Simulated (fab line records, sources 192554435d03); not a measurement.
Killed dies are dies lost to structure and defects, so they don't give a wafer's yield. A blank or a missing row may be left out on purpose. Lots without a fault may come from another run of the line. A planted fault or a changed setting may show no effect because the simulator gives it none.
Which tool did it? | flow n5_finfet | 10 lots, 30 wafers sampled, at 5 steps of a route of 1938

WHAT THE GAUGES READ, wafer by wafer
The record holds no reading of a measuring or inspecting step that can be judged against a usual standard deviation.

WHICH TOOL RAN EACH LOT (tool, then ch and the chambers of the sampled wafers, then the start)
lot  | N5_MIM_TOP_ETCH_PECVD_03        | N5_MIM_BOT_ETCH_ETCH_04            | N5_MIM_BOT_ETCH_ETCH_00           | N5_PASSIVATION_PECVD_35         | N5_PASSIVATION_PROBE_49
L195 | pecvd-02 ch 0,2, day 12 23:47   | rie_diel-03 ch 0,3, day 13 00:25   | rie_metal-01 ch 0, day 13 00:43   | pecvd-03 ch 0,1,2, day 13 07:05 | -
L196 | pecvd-03 ch 0,1, day 13 10:29   | rie_diel-02 ch 1,3, day 13 11:08   | rie_metal-03 ch 0, day 13 11:19   | pecvd-02 ch 0,2, day 13 16:53   | -
L197 | pecvd-01 ch 0,2, day 14 11:30   | rie_diel-02 ch 1,3, day 14 12:30   | rie_metal-03 ch 0,1, day 14 12:41 | pecvd-03 ch 0,1,2, day 14 19:40 | -
L203 | pecvd-02 ch 1,2, day 15 10:43   | rie_diel-05 ch 1,2, day 15 11:30   | rie_metal-02 ch 0,1, day 15 11:41 | pecvd-03 ch 0,1,2, day 15 17:40 | prober-01, day 15 21:38
L205 | pecvd-02 ch 0,2, day 15 22:44   | rie_diel-05 ch 1,3, day 15 23:23   | rie_metal-03 ch 0,1, day 15 23:34 | pecvd-02 ch 0,2, day 16 05:41   | prober-01, day 16 09:25
L206 | pecvd-02 ch 0,1,2, day 16 10:14 | rie_diel-02 ch 0,1,2, day 16 10:53 | rie_metal-02 ch 0,1, day 16 11:04 | pecvd-02 ch 0,2, day 16 18:17   | -
L209 | pecvd-02 ch 1,2, day 16 20:58   | rie_diel-05 ch 0,2,3, day 16 21:36 | rie_metal-03 ch 0,1, day 16 21:47 | pecvd-04 ch 0,1, day 17 04:53   | prober-01, day 17 08:31
L211 | pecvd-03 ch 1,2, day 17 00:13   | rie_diel-02 ch 1,2,3, day 17 00:58 | rie_metal-03 ch 0,1, day 17 01:09 | pecvd-03 ch 0,2, day 17 06:01   | -
L212 | pecvd-03 ch 0,1, day 18 00:02   | rie_diel-03 ch 0,2, day 18 00:40   | rie_metal-01 ch 0,1, day 18 00:51 | pecvd-04 ch 1,2, day 18 05:45   | -
L216 | pecvd-02 ch 1,2, day 18 04:46   | rie_diel-03 ch 0,1, day 18 05:16   | rie_metal-03 ch 0,1, day 18 05:26 | pecvd-04 ch 1,2, day 18 12:11   | prober-02, day 18 15:52
- N5_MIM_TOP_ETCH_PECVD_03: deposits SiNx from SiH4/NH3/N2, target thk 20 nm, time 17.6 s.
- N5_MIM_BOT_ETCH_ETCH_04: etches SiNx in CF4/O2, target depth 26 nm, time 13 s.
- N5_MIM_BOT_ETCH_ETCH_00: etches TiN in Cl2/BCl3, target depth 45.5 nm.
- N5_PASSIVATION_PECVD_35: deposits SiNx from SiH4/NH3/N2, target thk 700 nm, time 151.3 s.
- N5_PASSIVATION_PROBE_49

WHAT THE TOOLS THEMSELVES READ (means of the sampled wafers that have a number; where no wafer has one, the mark that the record gives instead)
N5_MIM_TOP_ETCH_PECVD_03. Usual: heater_power_w 785 W, standard deviation 110; showerhead_plenum_p_Torr 5.15 Torr, standard deviation 0.053; throttle_valve_pct 40.0 %, standard deviation 1.5.
lot  | tool     | heater_power_w (W) | showerhead_plenum_p_Torr (Torr) | throttle_valve_pct (%) | flag
L195 | pecvd-02 | 714                | 5.13                            | 39.1                   |
L196 | pecvd-03 | 815                | 5.17                            | 41.1                   |
L197 | pecvd-01 | 937                | 5.28                            | 42.2                   |
L203 | pecvd-02 | 757                | 5.16                            | 38.5                   |
L205 | pecvd-02 | 735                | 5.12                            | 39.4                   |
L206 | pecvd-02 | 757                | 5.15                            | 39.1                   |
L209 | pecvd-02 | 709                | 5.16                            | 38.6                   |
L211 | pecvd-03 | 805                | 5.09                            | 40.7                   |
L212 | pecvd-03 | 816                | 5.17                            | 41.2                   |
L216 | pecvd-02 | 708                | 5.15                            | 38.8                   |

N5_MIM_BOT_ETCH_ETCH_04. Usual: drypump_motor_current_A 6.0 A, standard deviation 0.51; oes_product_au 0.79 a.u., standard deviation 0.081; rf_vpp_V 242.0 V, standard deviation 2.7; showerhead_plenum_p_Torr 2.24 Torr, standard deviation 0.06; throttle_valve_pct 15.97 %, standard deviation 0.23.
lot  | tool        | drypump_motor_current_A (A) | oes_product_au (a.u.) | rf_vpp_V (V) | showerhead_plenum_p_Torr (Torr) | throttle_valve_pct (%) | flag
L195 | rie_diel-03 | 6.3                         | 0.81                  | 242.6        | 2.22                            | 15.86                  |
L196 | rie_diel-02 | 5.2                         | 0.81                  | 241.3        | 2.19                            | 15.99                  |
L197 | rie_diel-02 | 5.3                         | 0.80                  | 241.4        | 2.19                            | 16.01                  |
L203 | rie_diel-05 | 5.6                         | 0.85                  | 241.6        | 2.21                            | 15.62                  |
L205 | rie_diel-05 | 5.9                         | 0.72                  | 241.4        | 2.22                            | 16.17                  |
L206 | rie_diel-02 | 5.8                         | 0.77                  | 242.5        | 2.24                            | 16.04                  |
L209 | rie_diel-05 | 6.0                         | 0.86                  | 242.6        | 2.26                            | 15.89                  |
L211 | rie_diel-02 | 5.6                         | 0.79                  | 241.8        | 2.25                            | 16.07                  |
L212 | rie_diel-03 | 6.2                         | 0.79                  | 243.1        | 2.25                            | 15.97                  |
L216 | rie_diel-03 | 6.6                         | 0.93                  | 242.0        | 2.24                            | 15.52                  |

N5_MIM_BOT_ETCH_ETCH_00. Usual: drypump_motor_current_A 5.4 A, standard deviation 0.33; oes_product_au 0.82 a.u., standard deviation 0.11; throttle_valve_pct 21.90 %, standard deviation 0.22.
lot  | tool         | drypump_motor_current_A (A) | oes_product_au (a.u.) | throttle_valve_pct (%) | flag
L195 | rie_metal-01 | 5.1                         | 0.66                  | 22.28                  |
L196 | rie_metal-03 | 5.3                         | 0.91                  | 22.01                  |
L197 | rie_metal-03 | 5.3                         | 0.86                  | 21.81                  |
L203 | rie_metal-02 | 5.6                         | 0.91                  | 21.70                  |
L205 | rie_metal-03 | 5.3                         | 0.86                  | 21.91                  |
L206 | rie_metal-02 | 5.5                         | 0.91                  | 21.67                  |
L209 | rie_metal-03 | 5.2                         | 0.83                  | 21.84                  |
L211 | rie_metal-03 | 5.3                         | 0.84                  | 21.94                  |
L212 | rie_metal-01 | 5.8                         | 0.96                  | 21.86                  |
L216 | rie_metal-03 | 5.3                         | 0.82                  | 21.83                  |

N5_PASSIVATION_PECVD_35. Usual: heater_power_w 359 W, standard deviation 94; run_length_s 195.5 s, standard deviation 0.59; showerhead_plenum_p_Torr 8.66 Torr, standard deviation 0.048; throttle_valve_pct 29.1 %, standard deviation 0.71.
lot  | tool     | heater_power_w (W) | run_length_s (s) | showerhead_plenum_p_Torr (Torr) | throttle_valve_pct (%) | flag
L195 | pecvd-03 | 390                | 195.1            | 8.67                            | 29.6                   |
L196 | pecvd-02 | 296                | 195.9            | 8.67                            | 28.6                   |
L197 | pecvd-03 | 387                | 195.0            | 8.67                            | 29.6                   |
L203 | pecvd-03 | 347                | 195.3            | 8.67                            | 29.7                   |
L205 | pecvd-02 | 307                | 189.5            | 8.67                            | 28.8                   | OFF
L206 | pecvd-02 | 316                | 192.8            | 8.66                            | 28.8                   | OFF
L209 | pecvd-04 | 318                | 195.6            | 8.63                            | 29.4                   |
L211 | pecvd-03 | 388                | 195.9            | 8.70                            | 29.7                   |
L212 | pecvd-04 | 285                | 195.8            | 8.59                            | 29.4                   |
L216 | pecvd-04 | 293                | 195.5            | 8.59                            | 29.4                   |

N5_PASSIVATION_PROBE_49. Usual: defect_limited_yield 91.5 %, standard deviation 1.3; killed_at_M0_to_M3 33, standard deviation 10; killed_at_M4_up 13, standard deviation 4; killed_at_contacts 12, standard deviation 6.3; killed_at_front_end 39, standard deviation 11; killed_at_other 3.4, standard deviation 2.6; killed_dies 100, standard deviation 15; killed_on_rim 13, standard deviation 4; killed_open 65, standard deviation 11; killed_short 34, standard deviation 7.8; sort_bin_5_function 5.0 %, standard deviation 0.89; sort_bin_6_memory 3.2 %, standard deviation 0.58; sort_n_pass 1080, standard deviation 15; sort_yield_pct 91.5 %, standard deviation 1.3.
lot  | tool      | defect_limited_yield (%) | killed_at_M0_to_M3 | killed_at_M4_up | killed_at_contacts | killed_at_front_end | killed_at_other | killed_dies | killed_on_rim | killed_open | killed_short | sort_bin_5_function (%) | sort_bin_6_memory (%) | sort_n_pass | sort_yield_pct (%) | flag
L203 | prober-01 | 93.0                     | 26                 | 12              | 13                 | 30                  | 2.0             | 83          | 8             | 60          | 22           | 4.7                     | 2.2                   | 1097        | 93.0               |
L205 | prober-01 | 91.0                     | 42                 | 11              | 18                 | 30                  | 5.3             | 107         | 14            | 67          | 38           | 5.2                     | 3.5                   | 1073        | 91.0               |
L209 | prober-01 | 90.7                     | 39                 | 12              | 16                 | 37                  | 6.0             | 110         | 16            | 76          | 32           | 5.0                     | 4.1                   | 1070        | 90.7               |
L216 | prober-02 | 92.3                     | 26                 | 11              | 14                 | 30                  | 8.7             | 90          | 11            | 61          | 28           | 3.9                     | 3.6                   | 1090        | 92.3               |

THE ANSWER, worked out from the rows above alone
Rule: a lot is off if the mean of its wafers that have a number lies more than 3 standard deviations from the usual mean. A lot without any number at a reading at which 4 lots or more have one is off too. The other lots that the step has rows for count as sound. The gauges are gone through in route order, then the tools' own readings, and for those a lot's mean is taken as printed above. The first step at which some lot is off is used, and at that step the reading that is off furthest; a lot without a number counts as furthest.
Off: L205, L206, at N5_PASSIVATION_PECVD_35 (run_length_s).
A tool fits if, at that step or a process step before it, it ran every lot that is off, and no sound lot after the first of them. One fits: pecvd-02 at N5_PASSIVATION_PECVD_35. Its last sound lot is L196 (day 13 16:53), its first lot that is off L205 (day 16 05:41): a fault that began between those two fits.
The tool's own readings at N5_PASSIVATION_PECVD_35 bear it out: on the lots that are off they differ by more than 5 times the standard deviation of the sound lots' means. run_length_s reads 191.2 s there against 195.5 s on the sound lots.

WHAT THE SIMULATOR HAD PUT IN
Process parameter drift: pecvd-02, from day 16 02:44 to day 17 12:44, at N5_PASSIVATION_PECVD_35. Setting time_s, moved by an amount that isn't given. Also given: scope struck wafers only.
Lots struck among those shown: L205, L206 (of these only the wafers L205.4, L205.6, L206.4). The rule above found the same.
